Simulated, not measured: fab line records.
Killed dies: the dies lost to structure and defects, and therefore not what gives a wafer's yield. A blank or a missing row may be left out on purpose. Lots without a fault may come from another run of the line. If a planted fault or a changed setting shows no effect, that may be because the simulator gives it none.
One fault seen from 2 desks | flow n5-finfet | each desk has only its own numbers; what lay behind them comes last

== THE TOOL OWNER'S DESK: ald-metal-02 ==
The tool's own readings at N5_BEOL_M10_ALD_74 (deposits TaN, target thk 2 nm, pulse time 2 s, purge time 3 s): means of the sampled wafers that have a number, for each lot that ran on this tool. Marked OUT: a lot whose mean sits more than 4 standard deviations from the usual mean, which makes it out of limits; the brackets give that distance.
Columns: A = heater-power-w at N5_BEOL_M10_ALD_74, usual 417 W; B = mfc-carrier-sccm at N5_BEOL_M10_ALD_74, usual 1500 sccm
lot  | first seen here | A   | B
L603 | day 14 01:31    | 432 | 1503
L609 | day 15 00:01    | 430 | 1498
L611 | day 15 11:15    | 437 | 1504
This desk's verdict: no lot among the 3 shows anything out of limits.

== FROM THE METROLOGY DESK ==
What the gauges read for every lot (on any tool): the sampled wafers with a number, averaged. Marked OUT: a lot whose mean sits more than 4 standard deviations from the usual mean, which makes it out of limits; the brackets give that distance.
Columns: A = V9_OVL at N5_BEOL_M10_OVL_MEAS_29, usual -0.3 nm
lot  | first seen here | A
L600 | day 13 02:25    | 0.2
L603 | day 13 23:44    | -0.8
L607 | day 14 19:44    | 0.1
L609 | day 14 22:35    | -0.2
L611 | day 15 09:56    | -0.4
L613 | day 16 00:10    | 0.2
L614 | day 16 11:01    | -0.5
L615 | day 16 11:22    | -0.6
L616 | day 16 14:31    | -1.3
L622 | day 17 23:34    | -1.2
This desk's verdict: no lot among the 10 shows anything out of limits.

== PUT TOGETHER ==
The desk of the tool owner found nothing out of limits.
From the metrology desk's view, nothing was out of limits.

== WHAT THE SIMULATOR PUT IN ==
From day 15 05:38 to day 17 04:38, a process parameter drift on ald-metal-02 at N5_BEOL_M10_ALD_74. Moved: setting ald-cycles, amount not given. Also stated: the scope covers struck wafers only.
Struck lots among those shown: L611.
